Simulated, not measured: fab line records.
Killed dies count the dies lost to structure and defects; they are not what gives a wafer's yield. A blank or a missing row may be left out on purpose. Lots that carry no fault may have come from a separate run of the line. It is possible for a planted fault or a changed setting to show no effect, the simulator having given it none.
Split-lot study	flow n5-finfet	7 lots, 21 wafers read, on a route of 1938 steps

== SPLIT DETAILS ==
At N5_DUMMY_GATE_COAT_35 (time 60 s, resist thk 10 nm), the setting spin-rpm was moved away from the recipe's 1500 rpm on 6 of the 21 wafers read, by -4.4% to +10.1%. All remaining wafers had this setting at the recipe value.

The reading is taken at the split's own step.

== THE READING ==
SiARC_of_DUMMY_GATE_COAT_35.thk-nm (the simulator's own value, which no gauge read), in nm, at N5_DUMMY_GATE_COAT_35 (time 60 s, resist thk 10 nm). The file gives no usual value for it.

wafer	tool, chamber at the split	spin-rpm as run, rpm	against the recipe	SiARC_of_DUMMY_GATE_COAT_35.thk-nm, nm	against lot-mates on the recipe
L074.2	litho-track-01, 0	1500	recipe	10	-
L074.6	litho-track-01, 0	1500	recipe	10	-
L074.5	litho-track-01, 0	1628	+8.5%	9.6	-0.4
L075.1	litho-track-01, 0	1500	recipe	10	-
L075.3	litho-track-01, 0	1500	recipe	10	-
L075.5	litho-track-01, 0	1500	recipe	10	-
L078.3	litho-track-04, 0	1500	recipe	10	-
L078.5	litho-track-04, 0	1500	recipe	10	-
L078.6	litho-track-04, 0	1500	recipe	10	-
L080.2	litho-track-02, 0	1500	recipe	10	-
L080.4	litho-track-02, 0	1651	+10.1%	9.6	-0.4
L080.5	litho-track-02, 0	1651	+10.1%	9.6	-0.4
L084.1	litho-track-04, 0	1500	recipe	10	-
L084.3	litho-track-04, 0	1500	recipe	10	-
L084.2	litho-track-04, 0	1434	-4.4%	10.2	+0.2
L086.1	litho-track-04, 0	1644	+9.6%	9.6	-0.4
L086.2	litho-track-04, 0	1500	recipe	10	-
L086.4	litho-track-04, 0	1500	recipe	10	-
L092.1	litho-track-01, 0	1500	recipe	10	-
L092.3	litho-track-01, 0	1500	recipe	10	-
L092.4	litho-track-01, 0	1577	+5.1%	9.8	-0.2

FIT RESULTS
A straight line over all 21 wafers: SiARC_of_DUMMY_GATE_COAT_35.thk-nm changes by -0.0418 nm for each +1% of spin-rpm; r = -1.00; the points scatter about the line by 0.013 nm.
The same after taking each lot's own level away (the mean of its wafers on the recipe; 21 wafers): -0.0418 nm for each +1%; r = -1.00; scatter 0.013 nm.
That fit puts the effect of the largest move of spin-rpm on the reading at 0.42 nm.
The lots' own levels span 10.00 to 10.00 nm.
The two slopes agree, so the slope changes little with the lot-to-lot level.
Check: for one of the wafers moved furthest among these (+10.1%), held out of the fit, the line's prediction against its lot-mates is -0.425 nm. Against them it came out at -0.4 nm.

== OTHER SPLITS APPLIED TO THESE WAFERS ==
Before the reading, these wafers also passed through other splits. Each is held against what the fit with the lots' levels taken away leaves over:
other split on the same wafers	wafers away from the commonest value	r with SiARC_of_DUMMY_GATE_COAT_35.thk-nm (lot level and that fit taken away)
N5_PMOS_HMC_CHANNEL_EPI_PEB_07 peb-temp-c	4	-0.34
N5_PMOS_HMC_CHANNEL_EPI_DEVELOP_08 develop-time-s	9	+0.55
N5_FIN_SAQP_HM_DEP_72 time-s	8	+0.34
N5_FIN_SAQP_DESCUM_21 time-s	8	+0.38
N5_FIN_CUT_EXPOSE_05 dose-mj	9	+0.16
N5_FIN_CUT_ETCH_21 bias-w	9	-0.03

== THE FILE'S OWN FIT ==
SiARC_of_DUMMY_GATE_COAT_35.thk-nm changes by -0.0423 nm for each +1% of spin-rpm, r = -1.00.
